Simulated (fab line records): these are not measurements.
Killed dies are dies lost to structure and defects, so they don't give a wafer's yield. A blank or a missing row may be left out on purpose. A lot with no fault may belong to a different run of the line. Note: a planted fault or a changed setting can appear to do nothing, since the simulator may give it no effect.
Lot-split experiment    flow n5Finfet    on a route of 1938 steps: 7 lots, 21 wafers read

## THE SPLIT
At N5_BEOL_M11_EXPOSE_25 (exposes mask V10), the setting doseMj was moved away from the recipe's 85.5 on 5 of the 21 wafers read, by -7.1% to +5.5%. The other wafers ran this setting at the recipe's value.

## FROM THE SPLIT TO THE READING: what the file shows between them, 2 steps
- N5_BEOL_M11_PEB_26: peb time 60 s
- N5_BEOL_M11_DEVELOP_27: develop time 30 s

## THE READING
cdNm at N5_BEOL_M11_CD_MEAS_28, given in nm (cd target 70 nm). A value of 69.9 nm with a standard deviation of 1.5 nm is what fault-free wafers of this fab line usually give.

wafer   tool, chamber at the split  doseMj as run  against the recipe  cdNm, nm  against lot-mates on the recipe
L077.4  arfiScanner-01, 0           85.5           recipe              70.1      -
L077.5  arfiScanner-01, 0           85.5           recipe              68.0      -
L077.6  arfiScanner-01, 0           85.5           recipe              67.4      -
L076.3  arfiScanner-03, 0           85.5           recipe              69.2      -
L076.4  arfiScanner-03, 0           85.5           recipe              70.9      -
L076.5  arfiScanner-03, 0           85.5           recipe              70.7      -
L083.1  arfiScanner-01, 0           85.5           recipe              70.6      -
L083.5  arfiScanner-01, 0           85.5           recipe              70.8      -
L083.6  arfiScanner-01, 0           85.5           recipe              71.5      -
L085.1  arfiScanner-03, 0           85.5           recipe              71.1      -
L085.2  arfiScanner-03, 0           90.2           +5.5%               74.8      +4.2
L085.4  arfiScanner-03, 0           85.5           recipe              70.1      -
L088.1  arfiScanner-03, 0           87.22          +2.0%               69.6      +2.1
L088.2  arfiScanner-03, 0           85.5           recipe              67.9      -
L088.3  arfiScanner-03, 0           85.5           recipe              67.1      -
L090.1  arfiScanner-01, 0           88.02          +2.9%               72.6      +1.4
L090.2  arfiScanner-01, 0           85.5           recipe              71.3      -
L090.3  arfiScanner-01, 0           85.5           recipe              71.0      -
L092.1  arfiScanner-01, 0           85.5           recipe              68.8      -
L092.2  arfiScanner-01, 0           79.42          -7.1%               62.7      -6.1
L092.6  arfiScanner-01, 0           79.42          -7.1%               64.4      -4.4

THE FIT
A straight line over all 21 wafers: cdNm changes by +0.86 nm for each +1% of doseMj; r = +0.86; the points scatter about the line by 1.4 nm.
The same after taking each lot's own level away (the mean of its wafers on the recipe; 21 wafers): +0.737 nm for each +1%; r = +0.94; scatter 0.7 nm.
On that fit, the largest move of doseMj shifts the reading by 5.2 nm.
From 67.50 to 71.15 nm: that is the span of the lots' own levels, equal to 2.4 times the standard deviation above.
In other words, the slope is changed by the lot-to-lot level; the two fits disagree.
Check: with one of the wafers moved furthest among these (-7.1%) left out of the fit, the line predicts -4.71 nm for it against its lot-mates. Against them it came out at -6.1 nm.

## FILE'S OWN FIT
cdNm changes by +0.74 nm for each +1% of doseMj, r = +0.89.
